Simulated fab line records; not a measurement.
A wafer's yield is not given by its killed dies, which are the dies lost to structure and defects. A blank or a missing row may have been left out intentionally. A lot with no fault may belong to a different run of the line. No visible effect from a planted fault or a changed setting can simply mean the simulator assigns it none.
Matching of chambers    flow n5 finfet    4 sister chambers for N5_BEOL_M15_ETCH_61 on rie diel-03
The step etches BARC in N2/H2, target depth 89 nm, overetch 26.7 nm, time 67.9 s. 18 wafers are shown with their chamber, then 9 later ones without.

WAFERS WITH THEIR CHAMBER
wafer   chamber  drypump motor current A (A)  showerhead plenum p Torr (Torr)  oes product au (a.u.)
L076.1  1        6.1                          2.52                             0.62
L076.2  3        5.7                          2.52                             0.61
L076.4  2        6.1                          2.61                             0.61
L082.2  3        5.6                          2.51                             0.60
L082.4  1        6.1                          2.51                             0.61
L082.5  3        5.6                          2.51                             0.60
L084.1  0        5.9                          2.56                             0.66
L084.5  3        5.7                          2.51                             0.60
L084.6  0        5.9                          2.56                             0.66
L085.2  2        6.1                          2.61                             0.82
L085.3  3        5.7                          2.51                             0.60
L085.4  1        6.1                          2.51                             0.61
L089.1  2        6.1                          2.61                             0.82
L089.4  0        5.9                          2.55                             0.65
L089.5  3        5.6                          2.51                             0.60
L087.1  1        6.1                          2.51                             0.60
L087.5  1        6.1                          2.51                             0.60
L087.6  0        5.9                          2.55                             0.65

SIGNATURES, as means of the wafers listed above
reading                   chamber 0  chamber 1  chamber 2  chamber 3  scatter within a chamber
drypump motor current A   5.900      6.100      6.100      5.650      0.0327
showerhead plenum p Torr  2.5550     2.5120     2.6100     2.5117     0.00434
oes product au            0.6550     0.6080     0.7500     0.6017     0.0462
Rule: for each reading, subtract the chamber's mean from the wafer's reading, divide by that reading's scatter and square the result; add these up over the readings and take the root, which gives the wafer's distance from the chamber. The wafer belongs to the nearest chamber; if the next one is less than 2 further off, it can't be placed. The scatter: the root of (the sum of the squares of (reading less its chamber's mean) over the shown wafers, divided by (wafers less chambers)).

WAFERS WITHOUT THEIR CHAMBER
wafer   drypump motor current A (A)  showerhead plenum p Torr (Torr)  oes product au (a.u.)
L094.2  5.7                          2.50                             0.58
L094.3  6.1                          2.60                             0.79
L094.5  5.9                          2.55                             0.65
L096.2  6.1                          2.60                             0.78
L096.4  6.1                          2.50                             0.60
L096.5  5.9                          2.55                             0.64
L091.3  5.7                          2.50                             0.59
L091.4  5.7                          2.50                             0.58
L091.5  6.1                          2.50                             0.60

EACH ONE'S CHAMBER
wafer   from the rows above  in truth
L094.2  3                    3
L094.3  2                    2
L094.5  0                    0
L096.2  2                    2
L096.4  1                    1
L096.5  0                    0
L091.3  3                    3
L091.4  3                    3
L091.5  1                    1
9 of 9 placed correctly. Left unplaced by these rows: 0. Wrongly placed: 0.
